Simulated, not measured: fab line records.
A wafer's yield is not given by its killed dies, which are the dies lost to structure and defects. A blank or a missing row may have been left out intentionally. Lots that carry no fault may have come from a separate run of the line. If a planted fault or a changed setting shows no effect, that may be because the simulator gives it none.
Chamber matching	flow nand-harc	NHARC_A_CHANNEL_HOLE_D2_ETCH_44 on rie-diel-10 has 4 sister chambers
The step etches the open film in CF4/O2, target depth 140 nm, overetch 14 nm, time 77 s. 4 wafers are shown with their chamber, then 12 later ones without.

== WAFERS, EACH WITH ITS CHAMBER ==
wafer	chamber	drypump-motor-current-A (A)
L091.2	0	5.6
L091.3	1	5.9
L090.5	2	6.2
L090.6	3	5.1

== WAFERS WITH NO CHAMBER GIVEN ==
wafer	drypump-motor-current-A (A)
L093.3	6.2
L093.4	5.6
L093.6	5.2
L092.4	5.6
L092.5	6.2
L092.6	5.1
L094.1	5.9
L094.2	5.1
L094.4	5.6
L095.2	5.5
L095.3	5.9
L095.6	6.2

== THE CHAMBER EACH PASSED THROUGH ==
wafer	from the rows above	in truth
L093.3	2	2
L093.4	0	0
L093.6	3	3
L092.4	0	0
L092.5	2	2
L092.6	3	3
L094.1	1	1
L094.2	3	3
L094.4	0	0
L095.2	0	0
L095.3	1	1
L095.6	2	2
Correct placement for 12 of the 12. Not placeable from these rows: 0. Wrongly placed: 0.
How it was worked out, from the rows above alone: a wafer's distance from a chamber is the root of the sum, over the readings, of the square of ((its reading less the chamber's mean) divided by the reading's scatter). If the next closest chamber is less than 2 further off than the closest, the wafer can't be placed; otherwise it belongs to the closest. For every chamber, the mean is computed from those of its wafers that are shown. The scatter: root of mean squared gap, hidden wafer to nearest shown wafer, with one shown wafer a chamber.
